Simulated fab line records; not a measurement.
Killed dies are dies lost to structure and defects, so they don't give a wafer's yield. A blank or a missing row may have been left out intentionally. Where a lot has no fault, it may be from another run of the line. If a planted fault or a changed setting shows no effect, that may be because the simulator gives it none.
3 desks, one fault | flow n5 finfet | each desk holds nothing but its own numbers, with what lay behind them at the end

== THE DEFECT DESK ==
Inspection counts along the route, by lot: the mean over sampled wafers that carry a number. The brackets show how far a lot's mean lies from the usual mean; more than 4 standard deviations puts the lot out of limits, marked OUT.
Columns: A = raw defect count at N5_BEOL_M11_INSPECT_30, usual 377
lot  | first seen here | A
L314 | day 10 11:10    | 342
L317 | day 10 20:47    | 354
L319 | day 11 09:33    | 358
L320 | day 11 18:36    | 368
L322 | day 12 01:57    | 456
L324 | day 12 17:49    | 380
L326 | day 13 17:47    | 475
L329 | day 14 02:42    | 386
L328 | day 14 11:36    | 460
L331 | day 14 17:11    | 348
L333 | day 16 18:12    | 309
L334 | day 17 03:47    | 334
L337 | day 18 01:29    | 458
L335 | day 18 12:10    | 298
Result from this desk: across the 14 lots, nothing is out of limits.

== METROLOGY DESK ==
What the gauges read for every lot (on any tool): the sampled wafers with a number, averaged. The brackets show how far a lot's mean lies from the usual mean; more than 4 standard deviations puts the lot out of limits, marked OUT.
Columns: A = cd nm at N5_BEOL_M11_CD_MEAS_28, usual 69.7 nm
lot  | first seen here | A
L314 | day 10 11:07    | 68.9
L317 | day 10 20:44    | 69.8
L319 | day 11 09:29    | 70.5
L320 | day 11 18:32    | 69.1
L322 | day 12 01:53    | 69.9
L324 | day 12 17:46    | 69.1
L326 | day 13 17:43    | 69.6
L329 | day 14 02:39    | 70.0
L328 | day 14 11:33    | 69.1
L331 | day 14 17:08    | 68.9
L333 | day 16 18:09    | 70.3
L334 | day 17 03:44    | 69.7
L337 | day 18 01:26    | 69.3
L335 | day 18 12:07    | 70.4
Result from this desk: across the 14 lots, nothing is out of limits.

== THE TOOL OWNER'S DESK: cvd co-01 ==
The tool's own readings at N5_BEOL_M11_CVD_75 (deposits Co from CCTBA/H2, target thk 2 nm, time 138.9 s): means of the sampled wafers that have a number, for each lot that ran on this tool. The brackets show how far a lot's mean lies from the usual mean; more than 4 standard deviations puts the lot out of limits, marked OUT.
Columns: A = run length s at N5_BEOL_M11_CVD_75, usual 161.8 s
lot  | first seen here | A
L314 | day 10 15:32    | 161.4
L322 | day 12 04:38    | 161.6
L324 | day 12 21:01    | 161.7
L328 | day 14 13:23    | 161.4
L334 | day 17 05:30    | 132.0 (-62) OUT
L337 | day 18 05:53    | 117.8 (-92) OUT
L335 | day 18 14:04    | 73.7 (-99 or more) OUT
This desk's finding: out of limits on L334, L335, L337; first on L334, day 17 05:30 (run length s at N5_BEOL_M11_CVD_75). Within limits: L314, L322, L324, L328.

== TAKEN TOGETHER ==
The tool owner's desk could have raised an alarm at day 17 05:30, on L334, L335, L337.
Nothing the defect desk looked at was out of limits.
The metrology desk saw nothing out of limits.
The defect desk has L334, L335, L337 on record, within its limits.
The metrology desk has L334, L335, L337 on record, within its limits.
N5_BEOL_M11_CVD_75 was run on cvd co-01 by each of the lots named.

== WHAT HAD BEEN PUT IN BY THE SIMULATOR ==
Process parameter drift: cvd co-01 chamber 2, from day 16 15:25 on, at N5_BEOL_M11_CVD_75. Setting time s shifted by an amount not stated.
Struck lots among those shown: L334, L335, L337.
How many hours passed from the start of the fault until each desk's first out-of-limits reading: the tool owner's desk, 14.
